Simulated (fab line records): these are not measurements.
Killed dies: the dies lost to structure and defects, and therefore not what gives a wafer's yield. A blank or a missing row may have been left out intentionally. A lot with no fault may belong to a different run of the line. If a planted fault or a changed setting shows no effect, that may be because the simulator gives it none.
Lot-split experiment	flow n5_finfet	21 wafers read from 7 lots, route of 1938 steps

## SPLIT DETAILS
At N5_BEOL_M2_ILD_DEP_00 (deposits SiOC from DEMS/O2, target thk 79 nm, time 15.3 s), the setting time_s was moved away from the recipe's 15.3 s on 7 of the 21 wafers read, by -13.5% to -7.3%. All remaining wafers had this setting at the recipe value.

There is no step in the file separating the split from the reading.

## THE READING
At N5_BEOL_M2_THK_MEAS_01: M2_ILD_THK, given in nm. Fault-free wafers of this fab line usually give 79.0 nm, standard deviation 1 nm.

wafer	tool, chamber at the split	time_s as run, s	against the recipe	M2_ILD_THK, nm	against lot-mates on the recipe
L085.1	pecvd-01, 2,0	15.3	recipe	78.8	-
L085.2	pecvd-01, 2,0	15.3	recipe	78.8	-
L085.3	pecvd-01, 1	15.3	recipe	79.5	-
L084.3	pecvd-03, 1	15.3	recipe	79.3	-
L084.4	pecvd-03, 2	13.9	-9.2%	72.7	-7.0
L084.5	pecvd-03, 1	15.3	recipe	80.0	-
L086.3	pecvd-03, 2	15.3	recipe	79.5	-
L086.4	pecvd-03, 1,2	15.3	recipe	79.5	-
L086.5	pecvd-03, 1,2	15.3	recipe	79.5	-
L089.1	pecvd-04, 1	13.76	-10.1%	68.8	-8.9
L089.5	pecvd-04, 1	15.3	recipe	77.7	-
L089.6	pecvd-04, 2	13.76	-10.1%	69.8	-7.9
L090.2	pecvd-01, 1	14.18	-7.3%	72.6	-6.1
L090.4	pecvd-01, 0	14.18	-7.3%	73.0	-5.7
L090.5	pecvd-01, 1	15.3	recipe	78.7	-
L096.1	pecvd-01, 1	13.24	-13.5%	69.3	-11.7
L096.2	pecvd-01, 0	13.24	-13.5%	68.6	-12.4
L096.6	pecvd-01, 1	15.3	recipe	81.0	-
L097.2	pecvd-03, 1,2	15.3	recipe	79.3	-
L097.4	pecvd-03, 1,2	15.3	recipe	79.4	-
L097.5	pecvd-03, 1	15.3	recipe	80.3	-
When a row names more than one chamber, that row covers several wafers, and the file does not tell which wafer ran in which chamber.

THE FIT
A straight line over all 21 wafers: M2_ILD_THK changes by +0.843 nm for each +1% of time_s; r = +0.98; the points scatter about the line by 0.94 nm.
The same after taking each lot's own level away (the mean of its wafers on the recipe; 21 wafers): +0.855 nm for each +1%; r = +1.00; scatter 0.44 nm.
The reading moves by 12 nm for the largest change in time_s, on that fit.
Across the lots, their own levels run from 77.70 to 81.00 nm, a range of 3.3 times the standard deviation given above.
The two slopes agree, so the slope changes little with the lot-to-lot level.
Check: for one of the wafers moved furthest among these (-13.5%), held out of the fit, the line's prediction against its lot-mates is -11.4 nm. It came out at -11.7 nm against them.

## FURTHER SPLITS ON THESE WAFERS
Other splits were also applied to these wafers ahead of the reading. Each is held against what the fit with the lots' levels taken away leaves over:
other split on the same wafers	wafers away from the commonest value	r with M2_ILD_THK (lot level and that fit taken away)
N5_BEOL_M0_SAQP_COAT_81 temp_c	8	+0.34
N5_BEOL_M0_SAQP_CUT_ETCH_46 source_w	10	+0.08
N5_BEOL_M0_CUTY_EXPOSE_54 dose_mj	7	-0.08
N5_BEOL_M1_EXPOSE_25 dose_mj	10	+0.17
N5_BEOL_M1_ETCH_77 source_w	5	-0.14

## THE WHOLE CHAIN: every reading that the file lists as answering this split, in the file's order
step	what it does	reading	change (the file's fit)	r (the file's)
N5_BEOL_M2_ILD_DEP_00	deposits SiOC from DEMS/O2, target thk 79 nm, time 15.3 s	SiOC_of_BEOL_M2_ILD_DEP_00.thk_nm (the simulator's own value, which no gauge read)	+0.848 nm for each +1% of the setting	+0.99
N5_BEOL_M2_THK_MEAS_01		M2_ILD_THK	+0.841 for each +1% of the setting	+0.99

## FILE'S OWN FIT
M2_ILD_THK changes by +0.841 nm for each +1% of time_s, r = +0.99.
